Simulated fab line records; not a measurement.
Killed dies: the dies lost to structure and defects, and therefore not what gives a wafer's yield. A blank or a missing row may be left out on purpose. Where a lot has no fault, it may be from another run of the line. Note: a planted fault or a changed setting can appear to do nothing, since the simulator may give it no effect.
Comparing a struck lot with a sound one || flow nand_harc || 15 out of 1302 route steps
Sound: these wafers, L277.1, L277.2, L277.5. Wafers struck: L268.1, L268.2, L268.4. The cause is named last.
Order at every step that has rows: each side's tool, ch and its chambers, its first start. Under that, the readings that differ: sound wafers || struck wafers || difference of the means || sigmas: that difference in standard deviations of wafers without a fault.
alike: a reading whose means differ by less than 2 such deviations, as well as words and numbers matching on both sides. not compared: withheld readings; readings where some wafer has no value; bounds like >300 that might hide an equal value; numbers whose values overlap and for which the record gives no deviation.
Wherever a step has rows on one side only, a row that says differs or no value, or a row with sigmas, the two part there. Non-overlapping numbers with no deviation appear without sigmas and do not part them. Lack of a reading on every wafer of one side parts them only where that side has two or more wafers.

first, 9 steps without rows for these wafers: NHARC_P_ZERO_WELL_STRIP_15 (strips in SPM, time 900 s); NHARC_P_ZERO_WELL_DEHYDRATE_16 (time 120 s); NHARC_P_ZERO_WELL_HMDS_17 (time 30 s); NHARC_P_ZERO_WELL_COAT_18; NHARC_P_ZERO_WELL_SOFTBAKE_19 (time 95 s); NHARC_P_ZERO_WELL_EBR_20; NHARC_P_ZERO_WELL_EXPOSE_21 (exposes mask P NWELL, target cd 720 nm); NHARC_P_ZERO_WELL_PEB_22 (peb time 85 s); NHARC_P_ZERO_WELL_DEVELOP_23 (time 70 s).
NHARC_P_ZERO_WELL_CD_MEAS_24: target cd 720 nm.
  sound on cd_sem-02 ch 0, day 8 14:31; struck on cd_sem-01 ch 0, day 4 20:28
  alike: cd_nm
then, 1 step without rows for these wafers: NHARC_P_ZERO_WELL_HARDBAKE_25 (time 80 s).
NHARC_P_ZERO_WELL_DESCUM_26: chemistry O2, time 3 s.
  sound on rie_diel-12 ch 1,2,3, day 8 14:41; struck on rie_diel-13 ch 0,2,3, day 4 20:37
  alike: drypump_motor_current_A, oes_product_au, rf_vpp_V, showerhead_plenum_p_Torr, throttle_valve_pct
  not compared: rf_hours_counter_h
NHARC_P_ZERO_WELL_IMPLANT_27:
  struck on implanter-01, day 4 20:46; sound on implanter-01 ch 0, day 8 14:49
  no value came back on the struck wafers for beam_energy_keV, beam_on_s (s); on the sound wafers beam_energy_keV reads 599.98 600.04 600.20
after that, 1 step had no rows for these wafers: NHARC_P_ZERO_WELL_IMPLANT_57.
-- jump in the record: it breaks off in module P_ZERO_WELL and resumes in module END (first step shown: number 1302 of the route), and 23 days separate the struck wafers' starts before and after --
NHARC_END_SORT_01:
  only the struck wafers appear in the record here, on prober-02 ch 0 at day 27 09:11; the sound ones have no rows

== WHERE THEY PART ==
At NHARC_P_ZERO_WELL_IMPLANT_27 first; at NHARC_END_SORT_01 last (within this record only).

WHY: what had been put in by the simulator
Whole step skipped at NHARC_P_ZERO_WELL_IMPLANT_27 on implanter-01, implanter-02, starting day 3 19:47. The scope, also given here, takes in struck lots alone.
